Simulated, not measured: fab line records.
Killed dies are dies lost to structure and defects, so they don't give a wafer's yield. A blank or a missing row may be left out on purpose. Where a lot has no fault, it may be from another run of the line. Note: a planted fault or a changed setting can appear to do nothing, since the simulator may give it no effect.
fab line records -- flow nand_harc
record lots=7, wafers=21, last_day=24
route steps=1159 shown A_CONTACT@942 A_BLC@964 END@1159
lots with no fault: from the same line, run without faults
start_h: hours from the record's first day to the start of the lot's first wafer shown -- wait_h: hours elapsed since this lot's preceding step -- " as in the row above -- L1.1+2: a row that stands for several wafers -- - either no value or no given start -- * or withheld: withheld -- < > ~ a bound
route shown NAME@n: names a module that has steps shown in the file, with the first one's number in the route -- usual: the fault-free wafers' mean and standard deviation -- same: alike in all rows -- chamber/n: place in a boat -- sites: per-site readings -- _std_site: the standard deviation of these -- _edge_site: mean of outer sites minus mean of inner sites -- radius_mm: how far each site lies from the wafer's centre -- mask NAME#n: copy n -- behind: tool/chamber where the wafer was last shaped -- hold: reason for holding the lot/hours on hold/outcome of the hold -- device: transistor that didn't switch, given as n, p or np -- end of line: the route-end tests of the same wafers -- where a step has no rows: the recipe by itself -- killed: not the wafer's yield, but the dies lost to structure and defects at the first sort -- map: per-die view of a wafer (x killed, . not killed, _ where there is no die)
set.NAME: setting as actually run; set.NAME@STEP: the setting as run at that earlier step -- model.NAME: the simulator's own value behind a step, which no gauge read
lots at some steps of the route; a table a step, a row a wafer
services: when a tool's chamber went out of use (start_h, in hours from the record's first day, below 0 if earlier), for how many hours, and the reason
## steps
# step NHARC_A_CONTACT_ETCH_31
# recipe target_depth_a=20000, over_etch_frac=0.3, time_s=520, ion_energy_ev=150, o2_flow_sccm=400, cos_flow_sccm=20, ar_flow_sccm=0, rf_w=500, bias_w=300, chemistry=O2/COS
# step NHARC_A_CONTACT_ETCH_134
# recipe source_w=withheld, pressure_mtorr=20, bias_v=withheld, time_s=140, target_depth_a=7000, ar_flow_sccm=withheld, c4f8_flow_sccm=withheld, o2_flow_sccm=withheld, chemistry=C4F8/O2/Ar
# step NHARC_A_CONTACT_ETCH_135
# recipe source_w=withheld, pressure_mtorr=20, bias_v=3000, time_s=132, target_depth_a=12870, ar_flow_sccm=withheld, c4f8_flow_sccm=withheld, o2_flow_sccm=withheld, chemistry=C4F8/O2/Ar
# step NHARC_A_CONTACT_ETCH_136
# recipe source_w=withheld, pressure_mtorr=20, bias_v=3000, time_s=132, target_depth_a=12870, ar_flow_sccm=withheld, c4f8_flow_sccm=withheld, o2_flow_sccm=withheld, chemistry=C4F8/O2/Ar
lot.wafer,tool,chamber,start_h,wait_h,rf_hours_counter_h
L585.2,har_cap_etch-03,1,398.72,0.1,85
L585.4,har_cap_etch-03,1,398.72,0.1,-
L585.5,har_cap_etch-03,1,398.72,0.1,-
L584.2,har_cap_etch-01,1,419.46,0.1,65
L584.4,har_cap_etch-01,0,419.46,0.1,-
L584.5,har_cap_etch-01,1,419.46,0.1,-
L588.2,har_cap_etch-01,0,425.16,0.1,66
L588.3,har_cap_etch-01,1,425.16,0.1,-
L588.4,har_cap_etch-01,0,425.16,0.1,-
L590.1,har_cap_etch-03,0,443.36,0.1,94
L590.3,har_cap_etch-03,0,443.36,0.1,-
L590.5,har_cap_etch-03,0,443.36,0.1,-
L605.2,har_cap_etch-02,0,507.65,0.1,33
L605.3,har_cap_etch-02,0,507.65,0.1,-
L605.5,har_cap_etch-02,0,507.65,0.1,-
L603.1,har_cap_etch-02,1,514.85,0.1,35
L603.4,har_cap_etch-02,0,514.85,0.1,-
L603.6,har_cap_etch-02,0,514.85,0.1,-
L602.2,har_cap_etch-01,1,515.34,0.1,84
L602.1,har_cap_etch-01,0,515.34,0.1,84
L602.4,har_cap_etch-01,1,515.34,0.1,-
# step NHARC_A_CONTACT_ETCH_137
# recipe source_w=withheld, pressure_mtorr=20, bias_v=3000, time_s=132, target_depth_a=12870, ar_flow_sccm=withheld, c4f8_flow_sccm=withheld, o2_flow_sccm=withheld, chemistry=C4F8/O2/Ar
# step NHARC_A_CONTACT_ETCH_138
# recipe source_w=withheld, pressure_mtorr=20, bias_v=3000, time_s=132, target_depth_a=12890, ar_flow_sccm=withheld, c4f8_flow_sccm=withheld, o2_flow_sccm=withheld, chemistry=C4F8/O2/Ar
# step NHARC_A_CONTACT_ETCH_139
# recipe source_w=withheld, pressure_mtorr=20, bias_v=400, time_s=137, target_depth_a=5900, ar_flow_sccm=withheld, c4f8_flow_sccm=11.5, o2_flow_sccm=7.2, chemistry=C4F8/O2/Ar
lot.wafer,tool,chamber,start_h,wait_h,rf_hours_counter_h
L585.2,har_cap_etch-03,1,399.09,0.1,86
L585.4,har_cap_etch-03,1,399.09,0.1,-
L585.5,har_cap_etch-03,1,399.09,0.1,-
L584.2,har_cap_etch-01,1,419.84,0.1,66
L584.4,har_cap_etch-01,0,419.84,0.1,-
L584.5,har_cap_etch-01,1,419.84,0.1,-
L588.2,har_cap_etch-01,0,425.54,0.1,66
L588.3,har_cap_etch-01,1,425.54,0.1,-
L588.4,har_cap_etch-01,0,425.54,0.1,-
L590.1,har_cap_etch-03,0,443.73,0.1,95
L590.3,har_cap_etch-03,0,443.73,0.1,-
L590.5,har_cap_etch-03,0,443.73,0.1,-
L605.2,har_cap_etch-02,0,508.04,0.1,34
L605.3,har_cap_etch-02,0,508.04,0.1,-
L605.5,har_cap_etch-02,0,508.04,0.1,-
L603.1,har_cap_etch-02,1,515.24,0.1,36
L603.4,har_cap_etch-02,0,515.24,0.1,-
L603.6,har_cap_etch-02,0,515.24,0.1,-
L602.2,har_cap_etch-01,1,515.71,0.1,84
L602.1,har_cap_etch-01,0,515.71,0.1,84
L602.4,har_cap_etch-01,1,515.71,0.1,-
# step NHARC_A_CONTACT_ETCH_92
# recipe target_depth_a=400, over_etch_frac=0.5, time_s=85.7, ion_energy_ev=120, ch3f_flow_sccm=50, o2_flow_sccm=30, ar_flow_sccm=200, rf_w=500, bias_w=100, chemistry=CH3F/O2
# usual drypump_motor_current_A=5.8/0.55, o2_flow_sccm=29.99/0.082, oes_product_au=0.934/0.026, rf_vpp_V=244.3/1.6, showerhead_plenum_p_Torr=2.46/0.097, throttle_valve_pct=20.662/0.0087
lot.wafer,tool,chamber,start_h,wait_h,drypump_motor_current_A,o2_flow_sccm,oes_product_au,rf_hours_counter_h,rf_vpp_V,showerhead_plenum_p_Torr,throttle_valve_pct
L585.2,rie_diel-07,0,399.52,0.4,4.7,29.95,0.996,58,247.4,2.64,20.664
L585.4,rie_diel-07,1,399.52,0.4,4.8,30.12,0.997,60,244.5,2.48,20.659
L585.5,rie_diel-07,3,399.52,0.4,5.8,29.96,0.990,-,241.8,2.30,20.671
L584.2,rie_diel-08,1,420.23,0.3,6.5,29.99,1.008,44,244.9,2.50,20.663
L584.4,rie_diel-08,2,420.23,0.3,6.3,30.09,1.006,44,240.6,2.29,20.649
L584.5,rie_diel-08,0,420.23,0.3,6.0,29.75,0.995,-,244.3,2.53,20.666
L588.2,rie_diel-09,0,425.92,0.3,5.4,30.00,0.919,31,246.0,2.53,20.651
L588.3,rie_diel-09,1,425.92,0.3,6.0,29.92,0.926,29,244.0,2.37,20.663
L588.4,rie_diel-09,2,425.92,0.3,6.1,29.83,0.917,32,245.5,2.54,20.660
L590.3,rie_diel-07,2,444.13,0.3,5.1,30.12,0.929,11,244.2,2.46,20.675
L590.1,rie_diel-07,3,444.13,0.3,5.8,29.93,0.930,11,243.3,2.29,20.661
L590.5,rie_diel-07,2,444.13,0.3,5.0,30.03,0.925,-,244.0,2.46,20.666
L605.3,rie_diel-09,1,508.40,0.3,6.0,30.10,0.917,12,243.5,2.37,20.658
L605.2,rie_diel-09,2,508.40,0.3,6.1,29.99,0.916,12,247.2,2.53,20.655
L605.5,rie_diel-09,2,508.40,0.3,6.1,29.98,0.915,-,246.5,2.53,20.654
L603.1,rie_diel-09,1,515.64,0.4,6.0,30.13,0.914,15,242.7,2.36,20.672
L603.6,rie_diel-09,3,515.64,0.4,6.3,29.99,0.917,-,243.4,2.40,20.658
L603.4,rie_diel-09,1,515.64,0.4,6.0,29.98,0.919,-,244.3,2.36,20.657
L602.4,rie_diel-07,0,516.13,0.3,4.8,30.08,0.926,42,247.3,2.62,20.672
L602.1,rie_diel-07,1,516.13,0.3,4.8,30.05,0.925,40,244.1,2.46,20.655
L602.2,rie_diel-07,2,516.13,0.3,5.1,30.07,0.932,37,244.9,2.45,20.659
# step NHARC_A_CONTACT_ETCH_98
# recipe target_depth_a=200, over_etch_frac=0.5, time_s=10, ion_energy_ev=250, c4f6_flow_sccm=25, o2_flow_sccm=20, ar_flow_sccm=500, rf_w=600, bias_w=500, chemistry=C4F6/O2
# step NHARC_A_CONTACT_CD_MEAS_15
# usual cd_nm=89.9/0.5
lot.wafer,tool,chamber,start_h,wait_h,cd_nm
L585.2,cd_sem-01,-,399.71,-,89.7
L585.4,cd_sem-01,-,399.71,-,89.5
L585.5,cd_sem-01,-,399.71,-,89.6
L584.2,cd_sem-03,-,420.50,-,89.8
L584.4,cd_sem-03,-,420.50,-,90.4
L584.5,cd_sem-03,-,420.50,-,90.5
L588.2,cd_sem-02,-,426.13,-,90.4
L588.3,cd_sem-02,-,426.13,-,90.0
L588.4,cd_sem-02,-,426.13,-,90.4
L590.1,cd_sem-01,-,444.35,-,90.6
L590.3,cd_sem-01,-,444.35,-,90.5
L590.5,cd_sem-01,-,444.35,-,90.3
L605.2,cd_sem-03,-,508.62,-,90.6
L605.3,cd_sem-03,-,508.62,-,90.7
L605.5,cd_sem-03,-,508.62,-,90.4
L603.1,cd_sem-02,-,515.87,-,90.0
L603.4,cd_sem-02,-,515.87,-,89.9
L603.6,cd_sem-02,-,515.87,-,89.7
L602.1,cd_sem-01,-,516.33,-,89.2
L602.2,cd_sem-01,-,516.33,-,88.8
L602.4,cd_sem-01,-,516.33,-,89.2
# step NHARC_A_CONTACT_STRIP_107
# recipe n2_flow_sccm=150, h2_flow_sccm=150, ar_flow_sccm=0, bias_w=0, chemistry=N2/H2
# step NHARC_A_CONTACT_STRIP_108
# recipe cf4_flow_sccm=100, chf3_flow_sccm=30, ar_flow_sccm=0, bias_w=0, chemistry=CF4/CHF3
# step NHARC_A_CONTACT_STRIP_109
# recipe o2_flow_sccm=400, cos_flow_sccm=20, ar_flow_sccm=0, bias_w=0, chemistry=O2/COS
lot.wafer,tool,chamber,start_h,wait_h
L585.4+2+5,rie_diel-09,"2,3,0",399.95,0.1
L584.2+4+5,rie_diel-09,"2,3,2",420.78,0.1
L588.4+2+3,rie_diel-09,"3,1,2",426.40,0.1
L590.1+3+5,rie_diel-09,"3,0,1",444.59,0.1
L605.3+2+5,rie_diel-09,"3,0,0",509.22,0.1
L603.1+4+6,rie_diel-07,"0,1,0",516.20,0.1
L602.1+2+4,rie_diel-09,"1,3,3",517.06,0.1
# step NHARC_A_CONTACT_ETCH_110
# recipe target_depth_a=500, overetch_a=50, time_s=27.5, ion_energy_ev=100, cf4_flow_sccm=80, o2_flow_sccm=20, ar_flow_sccm=0, rf_w=300, bias_w=100, chemistry=CF4/O2
# step NHARC_A_CONTACT_STRIP_26
# recipe o2_flow_sccm=500, ar_flow_sccm=0, bias_w=0, chemistry=O2
# step NHARC_A_CONTACT_STRIP_27
# recipe time_s=600, temp_c=30, chemistry=post_etch_residue_remover
# step NHARC_A_CONTACT_ALD_18
# recipe target_thk_a=30, pulse_time_s=1, ald_cycles=150, temp_c=450, material=TiN
# step NHARC_A_CONTACT_CVD_19
# recipe target_thk_a=3000, temp_c=300, pressure_torr=40, wf6_flow_sccm=40, h2_flow_sccm=1600, ar_flow_sccm=1560, time_s=802, material=W
# step NHARC_A_CONTACT_CMP_20
# recipe t_overpolish_s=30, target_thk_nm=300
# usual motor_current_A=11.9/1.3, overpolish_run_s=30.000/0.0092, time_to_endpoint_s=60.1/2.4
lot.wafer,tool,chamber,start_h,wait_h,motor_current_A,overpolish_run_s,time_to_endpoint_s
L585.4,cmp-01,1,405.60,0.5,11.2,29.996,57.6
L585.2,cmp-01,3,405.60,0.5,11.5,29.993,59.8
L585.5,cmp-01,2,405.60,0.5,10.3,30.002,57.7
L584.2,cmp-01,1,424.72,0.7,10.6,29.980,57.0
L584.4,cmp-01,3,424.72,0.7,11.0,29.985,54.5
L584.5,cmp-01,1,424.72,0.7,11.7,30.014,54.0
L588.3,cmp-01,1,429.79,0.4,11.3,29.993,57.6
L588.2,cmp-01,2,429.79,0.4,10.0,29.996,61.8
L588.4,cmp-01,0,429.79,0.4,12.8,30.002,59.4
L590.1,cmp-01,2,448.47,0.8,10.5,29.991,60.0
L590.3,cmp-01,3,448.47,0.8,10.7,30.016,59.9
L590.5,cmp-01,2,448.47,0.8,10.0,29.987,58.8
L605.3,cmp-04,3,513.68,0.5,11.9,30.007,58.2
L605.2,cmp-04,0,513.68,0.5,12.1,30.001,56.8
L605.5,cmp-04,3,513.68,0.5,11.6,30.005,58.7
L603.4,cmp-04,0,518.27,0.4,11.7,30.014,60.8
L603.1,cmp-04,2,518.27,0.4,12.9,30.013,59.4
L603.6,cmp-04,0,518.27,0.4,10.9,29.983,64.3
L602.1,cmp-04,3,519.02,0.6,11.3,29.991,60.9
L602.2,cmp-04,0,519.02,0.6,11.9,30.009,55.5
L602.4,cmp-04,1,519.02,0.6,14.6,30.007,60.6
# step NHARC_A_CONTACT_SRD_22
# step NHARC_A_BLC_DEHYDRATE_00
# recipe temp_c=150, time_s=120
# step NHARC_A_BLC_HMDS_01
# recipe time_s=30
# step NHARC_A_BLC_COAT_02
# recipe temp_c=260, time_s=75
# step NHARC_A_BLC_COAT_03
# recipe temp_c=225, time_s=65
# step NHARC_A_BLC_COAT_04
# recipe spin_rpm=1500, resist_thk_nm=90
# step NHARC_A_BLC_SOFTBAKE_05
# recipe temp_c=105, time_s=55
# step NHARC_A_BLC_EBR_06
# step NHARC_A_BLC_EXPOSE_07
# recipe na=1.35, target_cd_nm=100, dose_mj=67.97, mask_id=A_BLC
# step NHARC_A_BLC_PEB_08
# recipe peb_temp_c=100, peb_time_s=65
# step NHARC_A_BLC_DEVELOP_09
# recipe develop_time_s=35, dev_temp_c=23
# step NHARC_A_BLC_CD_MEAS_10
# recipe target_cd_nm=100, landing_energy_ev=500
# usual cd_nm=100.0/0.57
# same landing_energy_ev=500
lot.wafer,tool,chamber,start_h,wait_h,cd_nm
L585.2,cd_sem-03,0,406.39,-,100.4
L585.4,cd_sem-03,0,406.39,-,100.7
L585.5,cd_sem-03,0,406.39,-,99.8
L584.2,cd_sem-01,0,425.61,-,99.3
L584.4,cd_sem-01,0,425.61,-,99.6
L584.5,cd_sem-01,0,425.61,-,99.5
L588.2,cd_sem-01,0,430.71,-,100.7
L588.3,cd_sem-01,0,430.71,-,101.2
L588.4,cd_sem-01,0,430.71,-,101.1
L590.1,cd_sem-03,0,449.38,-,100.0
L590.3,cd_sem-03,0,449.38,-,100.4
L590.5,cd_sem-03,0,449.38,-,99.9
L605.2,cd_sem-02,0,514.59,-,99.5
L605.3,cd_sem-02,0,514.59,-,100.1
L605.5,cd_sem-02,0,514.59,-,99.5
L603.1,cd_sem-01,0,519.21,-,99.7
L603.4,cd_sem-01,0,519.21,-,99.8
L603.6,cd_sem-01,0,519.21,-,99.7
L602.1,cd_sem-03,0,519.81,-,100.1
L602.2,cd_sem-03,0,519.81,-,99.7
L602.4,cd_sem-03,0,519.81,-,100.4
# step NHARC_A_BLC_OVL_MEAS_11
# usual overlay_x_nm=-0.2/0.69, overlay_y_nm=0.2/0.88
lot.wafer,tool,chamber,start_h,wait_h,overlay_x_nm,overlay_y_nm
L585.2,overlay-02,-,406.48,-,-0.5,0.6
L585.4,overlay-02,-,406.48,-,-1.5,0.3
L585.5,overlay-02,-,406.48,-,-1.3,1.1
L584.2,overlay-01,-,425.71,-,0.5,-1.1
L584.4,overlay-01,-,425.71,-,0.5,-1.6
L584.5,overlay-01,-,425.71,-,0.6,-0.9
L588.2,overlay-01,-,430.80,-,0.2,0.5
L588.3,overlay-01,-,430.80,-,0.6,0.5
L588.4,overlay-01,-,430.80,-,0.2,0.4
L590.1,overlay-02,-,449.47,-,-0.4,0.9
L590.3,overlay-02,-,449.47,-,-0.6,1.7
L590.5,overlay-02,-,449.47,-,-0.7,1.0
L605.2,overlay-02,-,514.67,-,0.1,0.9
L605.3,overlay-02,-,514.67,-,-0.7,0.8
L605.5,overlay-02,-,514.67,-,-0.1,1.1
L603.1,overlay-02,-,519.30,-,0.4,1.8
L603.4,overlay-02,-,519.30,-,-0.2,1.3
L603.6,overlay-02,-,519.30,-,0.2,1.1
L602.1,overlay-02,-,519.89,-,-0.4,-0.4
L602.2,overlay-02,-,519.89,-,-0.9,-0.5
L602.4,overlay-02,-,519.89,-,-0.1,-0.5
# step NHARC_A_BLC_DESCUM_15
# recipe time_s=3, o2_flow_sccm=200, ar_flow_sccm=0, bias_power_w=0, chemistry=O2
# usual drypump_motor_current_A=5.8/0.54, o2_flow_sccm=200.0/0.57, oes_product_au=1.003/0.0081, rf_vpp_V=58.0/0.9, showerhead_plenum_p_Torr=1.96/0.077, throttle_valve_pct=11.312/0.01
lot.wafer,tool,chamber,start_h,wait_h,drypump_motor_current_A,o2_flow_sccm,oes_product_au,rf_hours_counter_h,rf_vpp_V,showerhead_plenum_p_Torr,throttle_valve_pct
L585.4,rie_diel-02,0,406.62,0.1,5.7,199.7,0.996,23,58.7,2.05,11.309
L585.2,rie_diel-02,1,406.62,0.1,5.2,200.2,0.997,22,57.8,1.96,11.313
L585.5,rie_diel-02,2,406.62,0.1,6.2,200.3,0.996,-,57.2,1.92,11.317
L584.4,rie_diel-13,2,425.82,0.1,6.6,199.5,0.984,13,57.3,2.02,11.310
L584.2,rie_diel-13,3,425.82,0.1,5.1,200.9,1.005,13,56.8,1.85,11.289
L584.5,rie_diel-13,1,425.82,0.1,5.5,199.4,0.992,-,57.6,2.04,11.319
L588.3,rie_diel-13,2,430.90,0.1,6.5,200.9,0.993,13,57.2,2.02,11.299
L588.4,rie_diel-13,0,430.90,0.1,5.4,199.7,1.007,12,58.1,2.03,11.314
L588.2,rie_diel-13,1,430.90,0.1,5.5,200.1,0.996,14,57.8,2.04,11.314
L590.3,rie_diel-11,2,449.57,0.1,5.2,199.1,0.992,9,56.6,1.84,11.320
L590.1,rie_diel-11,3,449.57,0.1,6.3,200.5,1.003,8,57.3,1.91,11.300
L590.5,rie_diel-11,2,449.57,0.1,5.2,199.4,1.000,-,59.4,1.84,11.316
L605.3,rie_diel-11,1,514.80,0.1,5.8,199.7,1.014,15,58.4,2.00,11.314
L605.2,rie_diel-11,2,514.80,0.1,5.3,201.0,1.000,16,57.1,1.84,11.314
L605.5,rie_diel-11,0,514.80,0.1,6.6,200.1,1.008,-,58.2,1.94,11.321
L603.1,rie_diel-11,2,519.40,0.1,5.3,200.5,1.006,16,56.8,1.84,11.293
L603.4,rie_diel-11,3,519.40,0.1,6.3,200.3,1.007,16,56.8,1.90,11.322
L603.6,rie_diel-11,3,519.40,0.1,6.3,199.6,1.014,-,57.7,1.90,11.312
L602.1,rie_diel-13,0,519.99,0.1,5.4,200.2,1.016,6,57.9,2.03,11.320
L602.4,rie_diel-13,2,519.99,0.1,6.5,199.9,0.993,6,57.8,2.02,11.301
L602.2,rie_diel-13,3,519.99,0.1,5.1,199.7,1.010,6,57.5,1.85,11.323
# step NHARC_A_BLC_ETCH_16
# recipe target_depth_a=390, over_etch_frac=0.3, time_s=65, ion_energy_ev=80, cf4_flow_sccm=150, ar_flow_sccm=0, rf_w=300, bias_w=100, chemistry=CF4
# step NHARC_A_BLC_ETCH_17
# recipe target_depth_a=3900, over_etch_frac=0.25, time_s=609.38, ion_energy_ev=200, n2_flow_sccm=150, h2_flow_sccm=150, ar_flow_sccm=0, rf_w=400, bias_w=150, chemistry=N2/H2
# step NHARC_A_BLC_ETCH_18
# recipe target_depth_a=9100, c4f8_flow_sccm=20, o2_flow_sccm=10, ar_flow_sccm=withheld, rf_w=600, bias_w=1500, chemistry=C4F8/O2/Ar
# step NHARC_A_BLC_CD_MEAS_19
# usual cd_nm=100.0/1.5
lot.wafer,tool,chamber,start_h,wait_h,cd_nm
L585.2,cd_sem-01,-,407.59,-,101.3
L585.4,cd_sem-01,-,407.59,-,100.7
L585.5,cd_sem-01,-,407.59,-,101.9
L584.2,cd_sem-02,-,426.81,-,97.2
L584.4,cd_sem-02,-,426.81,-,97.6
L584.5,cd_sem-02,-,426.81,-,99.6
L588.2,cd_sem-01,-,432.35,-,101.8
L588.3,cd_sem-01,-,432.35,-,98.5
L588.4,cd_sem-01,-,432.35,-,102.3
L590.1,cd_sem-02,-,450.53,-,97.6
L590.3,cd_sem-02,-,450.53,-,99.8
L590.5,cd_sem-02,-,450.53,-,98.6
L605.2,cd_sem-02,-,515.75,-,99.0
L605.3,cd_sem-02,-,515.75,-,100.7
L605.5,cd_sem-02,-,515.75,-,100.7
L603.1,cd_sem-02,-,520.37,-,101.6
L603.4,cd_sem-02,-,520.37,-,100.7
L603.6,cd_sem-02,-,520.37,-,103.9
L602.1,cd_sem-01,-,521.07,-,99.9
L602.2,cd_sem-01,-,521.07,-,101.1
L602.4,cd_sem-01,-,521.07,-,100.8
# step NHARC_A_BLC_STRIP_29
# recipe cf4_flow_sccm=150, ar_flow_sccm=0, bias_w=0, chemistry=CF4
# step NHARC_A_BLC_STRIP_21
# recipe o2_flow_sccm=500, ar_flow_sccm=0, bias_w=0, chemistry=O2
# step NHARC_END_SORT_01
# recipe temp_c=25
# usual killed_at_array=26/9.9, killed_at_other=0.8/1, killed_at_periphery=2.8/2.2, killed_dies=29/9.9, killed_open=3.2/1.8, killed_short=2.1/1.4
# same gross_dies=677
lot.wafer,tool,chamber,start_h,wait_h,killed_at_array,killed_at_other,killed_at_periphery,killed_dies,killed_open,killed_short
L584.2,prober-02,0,472.22,2.8,75,0,2,77,4,0
L584.4,prober-02,0,473.83,3.4,87,0,2,89,2,1
L584.5,prober-02,0,474.64,3.7,71,1,2,74,2,1
L588.2,prober-01,0,481.79,2.8,99,0,3,102,7,2
L588.3,prober-01,0,482.59,3.1,78,1,3,82,7,2
L588.4,prober-01,0,483.39,3.4,102,0,2,104,5,6
L590.1,prober-01,0,490.28,2.5,100,0,3,103,5,0
L590.3,prober-01,0,491.88,3.1,106,0,3,109,3,6
L590.5,prober-01,0,493.48,3.7,108,0,3,111,1,0
# killed by level:class
L584.2 A_CONTACT:unspecified=54 A_SLIT:chamber_film_flake=7 A_STAIRCASE:chamber_film_flake=5 A_CONTACT:chamber_film_flake=4 P_M0:geometric_particle:open=2 A_CHANNEL_HOLE_D1:chamber_film_flake=2 A_ONON_D1:geometric_particle:open=1 A_CONTACT:geometric_particle:open=1
L584.4 A_CONTACT:unspecified=69 A_SLIT:chamber_film_flake=7 A_CHANNEL_HOLE_D1:chamber_film_flake=4 P_GATE:chamber_film_flake=2 A_STAIRCASE:chamber_film_flake=2 A_ONON_D1:geometric_particle:short=1 A_WL_FILL:geometric_particle:open=1 A_CONTACT:geometric_particle:open=1
L584.5 A_CONTACT:unspecified=53 A_SLIT:chamber_film_flake=8 A_CONTACT:chamber_film_flake=2 A_M1:chamber_film_flake=2 A_BONDPAD:chamber_film_flake=2 P_GATE:geometric_particle:short=1 P_M1:geometric_particle:open=1 A_ONON_D1:geometric_particle:open=1
L588.2 A_CONTACT:unspecified=76 A_CHANNEL_HOLE_D1:chamber_film_flake=10 A_CONTACT:chamber_film_flake=4 P_CONTACT:geometric_particle:open=2 A_ONON_D1:geometric_particle:short=2 A_BLC:geometric_particle:open=2 A_ONON_D1:geometric_particle:open=1 A_SGD_CUT:geometric_particle:open=1
L588.3 A_CONTACT:unspecified=59 A_CHANNEL_HOLE_D1:chamber_film_flake=11 P_CONTACT:geometric_particle:open=1 P_M0:geometric_particle:open=1 P_M1:geometric_particle:open=1 A_SOURCE_PLATE:geometric_particle:open=1 A_ONON_D1:geometric_particle:open=1 A_STAIRCASE:geometric_particle:short=1
L588.4 A_CONTACT:unspecified=68 A_CHANNEL_HOLE_D1:chamber_film_flake=17 A_CHANNEL_FILL_D1:geometric_particle:open=4 A_CHANNEL_FILL_D1:geometric_particle:short=3 A_CHANNEL_FILL_D1:chamber_film_flake=3 A_CONTACT:chamber_film_flake=2 P_CONTACT:geometric_particle:open=1 A_SGD_CUT:geometric_particle:short=1
L590.1 A_CONTACT:unspecified=72 A_CHANNEL_HOLE_D1:chamber_film_flake=12 A_SLIT:chamber_film_flake=6 A_CONTACT:chamber_film_flake=4 A_CONTACT:geometric_particle:open=2 A_STAIRCASE:chamber_film_flake=2 P_GATE:geometric_particle:open=1 P_M0:geometric_particle:open=1
L590.3 A_CONTACT:unspecified=61 A_CHANNEL_HOLE_D1:chamber_film_flake=17 A_SLIT:chamber_film_flake=16 A_CONTACT:chamber_film_flake=3 A_ONON_D1:geometric_particle:short=2 A_M0:geometric_particle:short=2 P_GATE:geometric_particle:open=1 P_CONTACT:geometric_particle:short=1
L590.5 A_CONTACT:unspecified=76 A_CHANNEL_HOLE_D1:chamber_film_flake=14 A_SLIT:chamber_film_flake=11 A_CONTACT:chamber_film_flake=5 A_STAIRCASE:chamber_film_flake=2 P_GATE:geometric_particle:open=1 P_ZERO_WELL:chamber_film_flake=1 P_STI:chamber_film_flake=1
# map L584.4 (x killed, . not)
____________.____________
_________......._________
_______..........._______
______.............______
_____..............._____
____.................____
____.................____
___...................___
___.x................x___
__.....................__
__..x..................__
_......x.........x......_
_........x.............._
_......................._
_..................x...._
_.................x....._
........x................
.........................
.....x.x.................
.......x.................
....x.x.x................
_...xxxxx..............._
_.xxxxxxx....x.........._
_.xxxxxxxx..........x..._
_.xxxxxxx..............._
_.xxxxxxxx.............._
__xxxxxxxx.............__
__xxxxxx...............__
___xxxxxx.............___
___xxxxx..............___
____.xxx.............____
____x.xxxx...........____
_____x.............._____
______.xx..........______
_______x.........._______
_________......._________
____________.____________
# map L588.4 (x killed, . not)
____________.____________
_________......._________
_______x.........._______
______x............______
_____.x.x..........x_____
____xxxx.......x.....____
____x.x.x............____
___..xxx...x..........___
___.xxx.............x.___
__...x.................__
__.....................__
_......................._
_......................._
_.....................x._
_.x................x...._
_....xx................._
.........................
..............x..........
.........................
..........x..............
.x..xxx..x...............
_...xxxxxx.............._
_.xxxxxxx......x........_
_.xxxxxxx.x............._
_xxxxxxxxx.............._
_.xxxxxxx.x............._
__xxxxxxx..............__
__xxxxxx.......x.......__
___xxxxxxx.x..........___
___.xxxx..............___
____.x.x.............____
____..........x......____
_____..............._____
______.............______
_______..........._______
_________..x.x.._________
____________.____________
## services
tool,chamber,start_h,hours,kind
cmp-01,-,375.65,4.0,pm
har_cap_etch-03,-,394.39,0.1,repair
cmp-04,-,399.25,4.0,pm
rie_diel-07,-,406.41,9.0,pm
rie_diel-13,-,406.54,0.9,repair
rie_diel-13,0,409.01,2.5,repair
rie_diel-13,-,410.37,3.6,repair
cmp-01,-,412.07,3.7,repair
rie_diel-09,1,412.88,7.5,repair
rie_diel-13,3,415.71,10.0,repair
rie_diel-11,1,422.22,2.5,repair
rie_diel-02,0,429.35,9.5,repair
rie_diel-09,-,431.13,9.0,pm
rie_diel-13,-,453.00,9.0,pm
rie_diel-02,2,460.66,16.7,repair
cmp-01,-,473.65,4.0,pm
rie_diel-08,-,478.81,9.0,pm
rie_diel-09,2,479.59,2.0,repair
rie_diel-11,1,486.21,4.2,repair
cmp-01,-,492.59,4.4,repair
cmp-04,-,497.25,4.0,pm
rie_diel-02,-,504.77,9.0,pm
rie_diel-09,2,508.61,36.4,repair
rie_diel-07,0,516.39,5.9,repair
## key
first_sign step=NHARC_END_SORT_01, reading=killed_at_array, direction=up, sigmas=6.7, usual=26, struck=92
effect step=NHARC_END_SORT_01, reading=killed_dies, direction=up, sigmas=6.6, usual=29, struck=95
more_kills_born_at NHARC_A_CONTACT_STRIP_109@rie_diel-09=584
met_at NHARC_A_CONTACT_STRIP_109
struck_wafers L584.2,L584.4,L584.5,L588.2,L588.3,L588.4,L590.1,L590.3,L590.5
tester_left_out L584,L588,L590
onset_between 399.95 420.78
also_fits NHARC_A_CONTACT_CMP_20:cmp-01
fault kind=chamber_particle_source, tool=rie_diel-09, chamber=-, onset_h=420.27, steps=NHARC_A_CONTACT_STRIP_109, rate_per_visit_cm2=0.50211, end_h=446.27
# tester_left_out: of these lots the tester's yield and bins aren't shown, on N5 and GAA mostly nor the transistor test; their killed dies are dies lost to structure and defects alone, not to doping, threshold or leakage, so they don't give the yield
